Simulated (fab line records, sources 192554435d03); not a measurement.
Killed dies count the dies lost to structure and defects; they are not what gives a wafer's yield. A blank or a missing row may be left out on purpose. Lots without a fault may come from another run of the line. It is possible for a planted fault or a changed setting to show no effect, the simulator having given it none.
Struck lot and sound lot, side by side || flow n5-finfet || 41 steps out of a route of 1938
Sound: the wafers L700.4, L700.5, L700.6. Wafers L699.2, L699.3, L699.5 were the ones struck. The cause is given at the end.
Each step with rows lists, per side, the tool, then ch with its chambers, then its first start. Under that, the readings that differ: sound wafers || struck wafers || difference of the means || sigmas: that difference in standard deviations of wafers without a fault.
alike: words and numbers the same on both sides, and readings whose means are apart by under 2 such deviations; not compared: readings that were withheld, readings missing a value for some wafer, numbers with overlapping values and no deviation given by the record, and bounds like >300 which may hide the same value.
A row with sigmas, a row that says differs or no value, or rows on one side alone: a step with any of these is where the two part. Numbers that don't overlap but have no deviation are shown without sigmas and don't part them. Lack of a reading on every wafer of one side parts them only where that side has two or more wafers.

first, 12 steps without rows for these wafers: N5_SD_EPI_N_STRIP_36 (strips in N2/H2); N5_SD_EPI_N_ETCHBACK_44 (etches SiNx in CH3F/O2, stops on SiO2, target depth 14.5 nm); N5_SD_EPI_N_ETCH_45 (etches SiOCN in CH3F/O2, target depth 6 nm); N5_SD_EPI_N_ETCH_16 (etches SiO2 in CHF3/O2, target depth 5 nm); N5_SD_EPI_N_STRIP_47 (strips in CHF3/O2); N5_SD_EPI_N_SD_RECESS_17 (chemistry HBr/Cl2/O2, target depth 41 nm, time 23.7 s, bt time 3 s); N5_SD_EPI_N_STRIP_38 (strips in N2/H2); N5_SD_EPI_N_WET_ETCH_43 (etches SiO2 in dHF, time 14 s, target depth 1.5 nm); N5_SD_EPI_N_STRIP_18 (strips in SPM, time 750 s); N5_SD_EPI_N_SRD_20 (time 30 s); N5_SD_EPI_N_PRECLEAN_48 (cleans in NF3:NH3, afs cycles 2, time 20 s, sublimation time 60 s); N5_SD_EPI_N_VAPOR_ETCH_50 (etches Si in HCl, time 54 s).
N5_SD_EPI_N_EPI_21: deposits Si:P, time 690 s.
  sound on epi-rpcvd-03 ch 0, day 6 20:29; struck on epi-rpcvd-04 ch 0, day 6 15:58
  alike: susceptor_temp_C_max
then, 24 steps without rows for these wafers: N5_SD_EPI_N_PRECLEAN_24 (cleans in O3/DIW, time 60 s); N5_SD_EPI_N_SRD_25 (time 30 s); N5_SD_EPI_N_PRECLEAN_49 (cleans in NF3:NH3, afs cycles 1, time 20 s, sublimation time 60 s); N5_SD_EPI_N_LINER_46 (material SiNx, target thk 3 nm); N5_SD_EPI_P_COAT_34 (time 60 s, resist thk 350 nm); N5_SD_EPI_P_COAT_35 (time 60 s, resist thk 35 nm); N5_SD_EPI_P_COAT_03 (resist thk 150 nm); N5_SD_EPI_P_EBR_05; N5_SD_EPI_P_SOFTBAKE_04 (time 60 s); N5_SD_EPI_P_EXPOSE_06 (exposes mask SD P BLK, target cd 240 nm); N5_SD_EPI_P_PEB_07 (peb time 60 s); N5_SD_EPI_P_DEVELOP_08 (develop time 30 s); N5_SD_EPI_P_DESCUM_14 (chemistry O2, time 7.9 s); N5_SD_EPI_P_ETCH_36 (etches SiARC in CF4, target depth 45.5 nm, time 75.8 s); N5_SD_EPI_P_ETCH_37 (etches SOC in N2/H2, overetch 108 nm, time 486 s); N5_SD_EPI_P_STRIP_38 (strips in N2/H2); N5_SD_EPI_P_ETCHBACK_46 (etches SiNx in CH3F/O2, stops on SiO2, target depth 17.5 nm); N5_SD_EPI_P_ETCH_47 (etches SiOCN in CH3F/O2, target depth 25 nm); N5_SD_EPI_P_ETCH_16 (etches SiO2 in CHF3/O2, target depth 5 nm); N5_SD_EPI_P_STRIP_50 (strips in CHF3/O2); N5_SD_EPI_P_SD_RECESS_17 (chemistry HBr/Cl2/O2, target depth 39.1 nm, bt time 3 s); N5_SD_EPI_P_WET_ETCH_45 (etches SiO2 in dHF, time 10.7 s, target depth 2 nm, rinse time 30 s); N5_SD_EPI_P_STRIP_40 (strips in N2/H2); N5_SD_EPI_P_PRECLEAN_52 (cleans in O3/DIW, time 60 s).
N5_SD_ACTIVATION_LSA_01: time 0.0008 s.
  sound on laser-anneal-01 ch 0, day 7 02:33; struck on laser-anneal-02 ch 0, day 7 01:23
{"reading": "wafer_temp_C_max", "sound": "1084.8 1087.6 1086.5", "struck": "1103.9 1104.6 1102.8", "difference": "+17.5", "sigmas": "+15"}
N5_SD_ACTIVATION_RS_MEAS_03: uses a four-point probe to measure.
  sound on film-metro-02 at day 7 02:43; struck on film-metro-01 at day 7 01:35
  alike: RS_SD_N, RS_SD_P
-- here the record skips 5 days between the struck wafers' starts before and after, leaving off in module SD_ACTIVATION and picking up in module BEOL_M4 (first step shown: number 1111 of the route) --
N5_BEOL_M4_RC_MEAS_101:
  sound on prober-02 ch 0, day 11 21:34; struck on prober-01 ch 0, day 12 05:05
{"reading": "IOFF_P (nA/um)", "sound": "0.17 0.19 0.19", "struck": "0.29 0.29 0.26", "difference": "+0.10", "sigmas": "+2"}
{"reading": "VT_P (mV)", "sound": "-256 -255 -254", "struck": "-245 -243 -246", "difference": "+10", "sigmas": "+3"}
  alike: DIBL_N, DIBL_P, IOFF_N, ION_N, ION_P, RS_SD_N, SS_N, SS_P, VT_N
next, for these wafers, 1 step has no rows: N5_PASSIVATION_PROBE_49.

WHERE THEY PART
Last at N5_BEOL_M4_RC_MEAS_101 as far as this record goes, first at N5_SD_ACTIVATION_LSA_01.

WHY: the cause the simulator had injected
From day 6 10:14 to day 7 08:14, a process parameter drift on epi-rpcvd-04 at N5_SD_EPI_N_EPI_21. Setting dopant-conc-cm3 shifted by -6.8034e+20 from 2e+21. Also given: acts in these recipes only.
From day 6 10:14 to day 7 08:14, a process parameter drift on laser-anneal-02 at N5_SD_ACTIVATION_LSA_01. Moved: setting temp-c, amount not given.
